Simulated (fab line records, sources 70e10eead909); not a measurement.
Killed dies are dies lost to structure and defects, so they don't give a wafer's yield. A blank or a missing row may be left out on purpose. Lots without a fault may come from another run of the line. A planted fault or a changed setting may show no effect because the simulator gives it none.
fab line records | flow nand_harc
record lots=7 wafers=21 last_day=34
route steps=1302 shown A_SIN_REMOVE@948 A_WL_FILL@952 END@1302
lots that met no fault: from a run of the same line without faults
start_h: hours from the record's first day to the start of the lot's first wafer shown | wait_h: hours since the lot's step before | " the same as in the row above | L1.1+2: a row that stands for several wafers | - no value, or no start given | * or withheld: withheld | < > ~ a bound
route shown NAME@n: a module of which the file shows steps, and the number in the route of the first | usual: mean/standard deviation of fault-free wafers | same: alike in all rows | chamber/n: place in a boat | sites: the reading at each site | _std_site: their standard deviation | _edge_site: outer sites' mean less inner sites' | radius_mm: how far each site lies from the wafer's centre | mask NAME#n: copy n | behind: the tool/chamber that last shaped the wafer | hold: why the lot was held/for how many hours/how that ended | device: the transistor (n, p or np) that didn't switch | end of line: the same wafers' tests at the end of the route | a step without rows: its recipe alone | killed: dies lost to structure and defects at the first sort, not the wafer's yield | map: a wafer's dies, x killed, . not, _ none there
set.NAME: the setting as run; set.NAME@STEP: as run at that earlier step | model.NAME: the simulator's own value behind a step, which no gauge read
lots at some steps of the route; a table a step, a row a wafer
services: from which hour (start_h, from the record's first day; less than 0 if before it) a tool's chamber was out of use, for how many hours, and why
## steps
# step NHARC_A_SIN_REMOVE_PRECLEAN_01
# recipe time_s=* temp_c=50 bath_age_min=0 chemistry=SC1
# step NHARC_A_SIN_REMOVE_SRD_02
# step NHARC_A_SIN_REMOVE_INSPECT_04
# usual raw_defect_count=410/82
# columns lot.wafer tool chamber start_h wait_h raw_defect_count
L509.1 defect_inspect-01 - 480.43 0.0 373
L509.3 " - " " 501
L509.4 " - " " 548
L514.1 defect_inspect-02 - 561.53 0.0 335
L514.5 " - " " 227
L514.6 " - " " 312
L521.1 defect_inspect-01 - 621.61 0.0 394
L521.2 " - " " 437
L521.5 " - " " 376
L522.1 defect_inspect-01 - 623.38 0.0 514
L522.3 " - " " 465
L522.6 " - " " 536
L524.1 defect_inspect-01 - 643.16 0.0 241
L524.2 " - " " 351
L524.3 " - " " 253
L529.1 defect_inspect-01 - 697.66 0.0 402
L529.4 " - " " 495
L529.6 " - " " 583
L528.1 defect_inspect-02 - 705.60 0.0 356
L528.4 " - " " 319
L528.5 " - " " 425
# step NHARC_A_WL_FILL_ALD_00
# recipe target_thk_a=30 pulse_time_s=3 ald_cycles=30 temp_c=300 material=Al2O3
# usual heater_power_w=457/47 precursor_pulse_height_rel=0.998/0.019
# columns lot.wafer tool chamber start_h wait_h heater_power_w precursor_pulse_height_rel
L509.3 ald_hk-02 0 481.11 0.7 560 0.997
L509.4 " 1 " " 425 1.022
L509.1 " 2 " " 479 0.981
L514.1 ald_hk-03 2 561.67 0.1 434 0.985
L514.6 " 3 " " 467 0.994
L514.5 " 0 " " 431 1.007
L521.1 ald_hk-02 3 621.72 0.1 401 0.972
L521.2 " 1 " " 446 0.969
L521.5 " 2 " " 456 1.014
L522.3 ald_hk-02 2 623.49 0.1 455 0.968
L522.1 " 0 " " 574 0.981
L522.6 " 2 " " 455 1.013
L524.2 ald_hk-04 3 643.23 0.1 461 1.026
L524.1 " 0 " " 425 1.010
L524.3 " 2 " " 405 0.985
L529.1 ald_hk-02 0 697.72 0.1 570 0.992
L529.4 " 3 " " 399 1.011
L529.6 " 1 " " 459 1.010
L528.4 ald_hk-04 1 707.27 1.7 480 1.013
L528.1 " 2 " " 426 0.994
L528.5 " 1 " " 471 0.983
# step NHARC_A_WL_FILL_RTA_01
# recipe temp_c=1000 time_s=5
# usual lamp_power_pct=28.5/2.2 lamp_zone_1_pct=28.5/2.2 wafer_temp_C_max=1004.7/0.97
# columns lot.wafer tool chamber start_h wait_h lamp_power_pct lamp_zone_1_pct wafer_temp_C_max
L509.1 rtp_anneal-01 0 481.37 - 31.1 31.1 1005.3
L509.3 " 0 " " 31.1 31.1 1003.9
L509.4 " 0 " " 31.1 31.1 1003.6
L514.1 rtp_anneal-02 0 561.85 - 26.7 26.7 1005.2
L514.5 " 0 " " 26.7 26.7 1004.1
L514.6 " 0 " " 26.8 26.7 1002.6
L521.1 rtp_anneal-01 0 622.09 0.3 31.1 31.1 1005.5
L521.2 " 0 " " 31.1 31.1 1004.9
L521.5 " 0 " " 31.1 31.1 1004.4
L522.1 rtp_anneal-01 0 623.86 0.2 31.1 31.1 1004.9
L522.3 " 0 " " 31.1 31.2 1005.8
L522.6 " 0 " " 31.1 31.1 1004.5
L524.1 rtp_anneal-02 0 643.50 - 26.7 26.7 1003.0
L524.2 " 0 " " 26.8 26.7 1004.5
L524.3 " 0 " " 26.7 26.7 1003.6
L529.1 rtp_anneal-02 0 697.99 - 26.7 26.8 1005.3
L529.4 " 0 " " 26.7 26.7 1003.2
L529.6 " 0 " " 26.7 26.8 1003.6
L528.1 rtp_anneal-01 0 707.71 0.3 31.1 31.1 1007.7
L528.4 " 0 " " 31.1 31.1 1005.9
L528.5 " 0 " " 31.1 31.1 1005.0
# step NHARC_A_WL_FILL_ALD_02
# recipe target_thk_a=20 pulse_time_s=3 ald_cycles=100 temp_c=450 material=TiN
# step NHARC_A_WL_FILL_CVD_03
# recipe target_thk_a=400 temp_c=300 pressure_torr=40 wf6_flow_sccm=40 h2_flow_sccm=1600 ar_flow_sccm=1560 time_s=279 material=W
# usual heater_power_w=462/44 throttle_valve_pct=7.89/0.28
# columns lot.wafer tool chamber start_h wait_h heater_power_w throttle_valve_pct
L509.1 cvd_w-02 1 482.07 0.1 528 7.37
L509.3 " 0 " " 492 7.75
L509.4 " 1 " " 522 7.54
L514.1 cvd_w-01 0 562.68 0.2 404 8.18
L514.6 " 1 " " 439 7.80
L514.5 " 0 " " 390 7.80
L521.2 cvd_w-01 1 622.75 0.1 447 7.54
L521.1 " 0 " " 403 8.21
L521.5 " 0 " " 421 8.10
L522.1 cvd_w-01 0 624.52 0.1 417 8.26
L522.3 " 1 " " 446 7.41
L522.6 " 1 " " 448 7.87
L524.1 cvd_w-02 0 644.15 0.1 488 7.93
L524.2 " 1 " " 507 7.94
L524.3 " 1 " " 503 7.82
L529.1 cvd_w-01 0 698.64 0.1 406 8.36
L529.4 " 0 " " 409 8.33
L529.6 " 0 " " 397 8.37
L528.1 cvd_w-01 1 708.36 0.1 440 7.69
L528.4 " 0 " " 403 8.40
L528.5 " 1 " " 439 7.71
# step NHARC_A_WL_FILL_ETCHBACK_04
# recipe target_depth_a=600 time_s=120 chemistry=NF3
# usual drypump_motor_current_A=5.7/0.4 oes_product_au=0.998/0.0092
# columns lot.wafer tool chamber start_h wait_h drypump_motor_current_A oes_product_au rf_hours_counter_h
L509.1 rie_metal-02 1 482.39 0.3 5.3 1.000 0.3
L509.4 " 1 " " 5.3 1.003 -
L509.3 " 0 " " 5.3 1.014 -
L514.1 rie_metal-03 0 563.00 0.3 6.4 1.000 0.3
L514.5 " 0 " " 6.4 0.979 -
L514.6 " 0 " " 6.4 0.989 -
L521.2 rie_metal-02 1 623.12 0.3 5.3 1.001 2.7
L521.1 " 0 " " 5.3 1.016 2.7
L521.5 " 0 " " 5.3 1.012 -
L522.1 rie_metal-03 1 624.92 0.4 5.7 1.014 1.5
L522.3 " 1 " " 5.7 1.000 -
L522.6 " 0 " " 6.4 0.991 -
L524.1 rie_metal-03 1 644.52 0.3 5.7 0.990 1.8
L524.2 " 0 " " 6.4 0.986 1.8
L524.3 " 0 " " 6.4 0.994 -
L529.1 rie_metal-01 0 699.32 0.6 5.5 1.020 2.0
L529.4 " 0 " " 5.5 0.991 -
L529.6 " 1 " " 6.0 0.985 -
L528.1 rie_metal-03 0 708.76 0.4 6.4 1.004 0.0
L528.4 " 0 " " 6.4 0.993 -
L528.5 " 0 " " 6.4 1.002 -
# step NHARC_A_WL_FILL_ETCHBACK_05
# recipe target_depth_a=220 time_s=60 temp_c=40 chemistry=Cl2/BCl3
# step NHARC_A_WL_FILL_STRIP_27
# recipe power_w=1500 temp_c=250 time_s=20 chemistry=N2/H2
# usual drypump_motor_current_A=5.59/0.22 heater_power_w=332/18 temp_c=250.02/0.19
# columns lot.wafer tool chamber start_h wait_h drypump_motor_current_A heater_power_w rf_hours_counter_h temp_c
L509.1 plasma_asher-01 0 482.80 0.1 5.48 352 28 249.86
L509.4 " 1 " " 5.50 352 - 250.05
L509.3 " 0 " " 5.47 350 - 249.85
L514.1 plasma_asher-02 0 563.66 0.2 5.41 349 27 249.87
L514.6 " 0 " " 5.42 348 - 249.72
L514.5 " 1 " " 5.93 318 - 250.15
L521.2 plasma_asher-01 0 623.50 0.1 5.50 333 17 250.03
L521.1 " 1 " " 5.48 337 17 250.26
L521.5 " 1 " " 5.47 341 - 250.28
L522.1 plasma_asher-02 1 625.27 0.1 5.95 300 3 250.36
L522.3 " 0 " " 5.40 349 - 250.07
L522.6 " 0 " " 5.42 355 - 250.40
L524.1 plasma_asher-02 0 644.91 0.1 5.41 344 5 250.14
L524.2 " 1 " " 5.96 295 5 249.99
L524.3 " 1 " " 5.97 293 - 249.96
L529.1 plasma_asher-02 0 699.73 0.2 5.39 350 18 250.02
L529.4 " 1 " " 5.97 301 - 249.94
L529.6 " 0 " " 5.41 349 - 249.78
L528.1 plasma_asher-02 0 709.13 0.1 5.39 358 21 249.98
L528.4 " 1 " " 5.95 295 - 250.26
L528.5 " 0 " " 5.40 351 - 250.09
# step NHARC_A_WL_FILL_STRIP_28
# recipe time_s=1200 temp_c=72.5 chemistry=post_etch_residue_remover
# usual bath_guard_temp_C=72.3/0.42 bath_heat_duty_pct=14.6/1.4 temp_c=72.51/0.12
# columns lot.wafer tool chamber start_h wait_h bath_guard_temp_C bath_heat_duty_pct temp_c
L509.4 wet_bench-03 7 482.96 0.1 72.7 17.0 72.66
L509.3 " 1 " " 72.5 13.7 72.75
L509.1 " 2 " " 71.5 15.0 72.46
L514.5 wet_bench-06 2 563.83 0.0 72.5 16.7 72.62
L514.6 " 5 " " 71.9 12.2 72.45
L514.1 " 6 " " 72.7 13.7 72.59
L521.5 wet_bench-06 5 623.67 0.0 - - -
L521.1 " 7 " " - - -
L521.2 " 2 " " - - -
L522.1 wet_bench-06 6 625.47 0.2 - - -
L522.3 " 7 " " - - -
L522.6 " 0 " " - - -
L524.1 wet_bench-06 4 645.11 0.2 - - -
L524.2 " 5 " " - - -
L524.3 " 6 " " - - -
L529.1 wet_bench-06 3 699.88 0.1 73.1 13.6 72.53
L529.4 " 4 " " 71.6 13.3 72.61
L529.6 " 7 " " 71.6 14.8 72.46
L528.1 wet_bench-03 3 709.31 0.2 71.6 13.5 72.68
L528.5 " 4 " " 72.9 14.2 72.54
L528.4 " 5 " " 72.5 15.2 72.29
# step NHARC_A_WL_FILL_PRECLEAN_06
# recipe time_s=300 chemistry=DIW
# step NHARC_END_SORT_01
# recipe temp_c=25
# usual killed_at_array=64/16 killed_at_other=1.0/1.1 killed_at_periphery=3.5/2.3 killed_dies=69/17 killed_open=3.2/1.6 killed_short=2.4/1.6
# same gross_dies=677
# columns lot.wafer tool chamber start_h wait_h killed_at_array killed_at_other killed_at_periphery killed_dies killed_open killed_short
L509.1 prober-02 0 583.54 2.5 75 0 2 77 3 3
L509.3 prober-02 0 585.14 3.1 62 0 3 65 4 4
L509.4 prober-02 0 585.95 3.4 53 0 2 55 3 3
L514.1 prober-01 0 664.09 2.5 63 3 3 69 4 1
L514.5 prober-01 0 667.24 3.6 54 2 2 58 4 2
L514.6 prober-01 0 668.02 3.9 54 3 2 59 4 1
L521.2 prober-01 0 725.14 2.8 47 0 6 53 3 3
L522.3 prober-02 0 726.00 3.1 78 0 7 85 4 3
# killed by level:class
L509.1 A_CHANNEL_HOLE_D1:chamber_film_flake=44 A_CHANNEL_HOLE_D2:chamber_film_flake=14 A_STAIRCASE:chamber_film_flake=4 A_WL_FILL:geometric_particle:open=2 A_CHANNEL_FILL_D2:chamber_film_flake=2 A_CONTACT:chamber_film_flake=2 A_M1:chamber_film_flake=2 A_DECK1_JOINT:geometric_particle:short=1
L509.3 A_CHANNEL_HOLE_D1:chamber_film_flake=38 A_CHANNEL_HOLE_D2:chamber_film_flake=8 A_CHANNEL_FILL_D2:chamber_film_flake=3 A_DECK1_JOINT:chamber_film_flake=2 A_STAIRCASE:chamber_film_flake=2 P_CONTACT:geometric_particle:open=1 P_M0:geometric_particle:open=1 A_ONON_D1:geometric_particle:short=1
L509.4 A_CHANNEL_HOLE_D1:chamber_film_flake=35 A_CHANNEL_HOLE_D2:chamber_film_flake=5 A_CHANNEL_FILL_D2:chamber_film_flake=2 A_CONTACT:chamber_film_flake=2 P_CONTACT:geometric_particle:open=1 A_ONON_D1:geometric_particle:open=1 A_CHANNEL_FILL_D1:geometric_particle:short=1 A_DECK1_JOINT:geometric_particle:open=1
L514.1 A_CHANNEL_HOLE_D1:chamber_film_flake=37 A_CHANNEL_HOLE_D2:chamber_film_flake=18 THIN_TSV:chamber_film_flake=3 A_ZERO_WELL:chamber_film_flake=2 P_CONTACT:geometric_particle:open=1 P_M0:geometric_particle:open=1 A_DECK1_JOINT:geometric_particle:short=1 A_DECK1_JOINT:geometric_particle:open=1
L514.5 A_CHANNEL_HOLE_D1:chamber_film_flake=30 A_CHANNEL_HOLE_D2:chamber_film_flake=14 A_CHANNEL_FILL_D1:chamber_film_flake=3 A_STAIRCASE:chamber_film_flake=2 THIN_TSV:chamber_film_flake=2 P_GATE:geometric_particle:open=1 P_CONTACT:geometric_particle:open=1 A_CHANNEL_FILL_D1:geometric_particle:short=1
L514.6 A_CHANNEL_HOLE_D1:chamber_film_flake=32 A_CHANNEL_HOLE_D2:chamber_film_flake=13 A_CONTACT:chamber_film_flake=4 THIN_TSV:chamber_film_flake=3 P_CONTACT:geometric_particle:open=1 A_CHANNEL_HOLE_D1:geometric_particle:open=1 A_CHANNEL_FILL_D1:geometric_particle:open=1 A_ONON_D2:geometric_particle:open=1
L521.2 A_CHANNEL_HOLE_D2:chamber_film_flake=16 A_CHANNEL_HOLE_D1:chamber_film_flake=10 A_CONTACT:chamber_film_flake=7 A_SLIT:chamber_film_flake=4 P_GATE:chamber_film_flake=3 A_CHANNEL_FILL_D2:chamber_film_flake=2 A_CHANNEL_FILL_D1:chamber_film_flake=2 P_M0:geometric_particle:short=1
L522.3 A_CHANNEL_HOLE_D2:chamber_film_flake=31 A_SLIT:chamber_film_flake=29 A_CHANNEL_HOLE_D1:chamber_film_flake=6 A_STAIRCASE:chamber_film_flake=3 A_BONDPAD:chamber_film_flake=3 P_STI:chamber_film_flake=2 P_CONTACT:chamber_film_flake=2 A_CONTACT:chamber_film_flake=2
## services
# columns tool chamber start_h hours kind
ald_hk-04 - 466.77 2.1 repair
cvd_w-02 - 474.30 0.7 repair
wet_bench-06 - 508.95 3.5 repair
rie_metal-03 - 519.00 9.0 pm
plasma_asher-01 - 519.14 9.0 pm
ald_hk-02 - 527.01 10.0 pm
wet_bench-03 - 539.92 3.8 repair
wet_bench-06 - 545.60 8.0 pm
cvd_w-01 - 547.00 13.0 pm
rie_metal-03 1 552.47 18.3 repair
plasma_asher-01 - 559.61 12.9 repair
wet_bench-03 - 562.48 8.0 pm
rie_metal-03 0 564.22 12.0 repair
cvd_w-02 1 565.83 14.2 repair
cvd_w-01 1 567.79 15.2 repair
plasma_asher-02 - 572.09 6.4 repair
plasma_asher-02 - 608.22 9.0 pm
rie_metal-03 - 611.82 2.7 repair
cvd_w-02 - 631.00 13.0 pm
rie_metal-02 - 631.00 9.0 pm
cvd_w-02 1 668.67 1.5 repair
ald_hk-04 - 684.68 2.5 repair
cvd_w-01 1 690.69 16.8 repair
rie_metal-03 - 696.00 9.0 pm
## key
first_sign step=NHARC_A_WL_FILL_STRIP_28 reading=tool_record direction=missing
effect none on later readings
met_at NHARC_A_WL_FILL_STRIP_28
struck_wafers L521.1,L521.2,L521.5,L522.1,L522.3,L522.6,L524.1,L524.2,L524.3
tester_left_out L521,L522,L524
onset_between 563.83 623.67
fault kind=skipped_step_whole tool=wet_bench-06 chamber=- onset_h=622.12 steps=NHARC_A_WL_FILL_STRIP_28 scope=struck_lots_only
# tester_left_out: of these lots the tester's yield and bins aren't shown, on N5 and GAA mostly nor the transistor test; their killed dies are dies lost to structure and defects alone, not to doping, threshold or leakage, so they don't give the yield
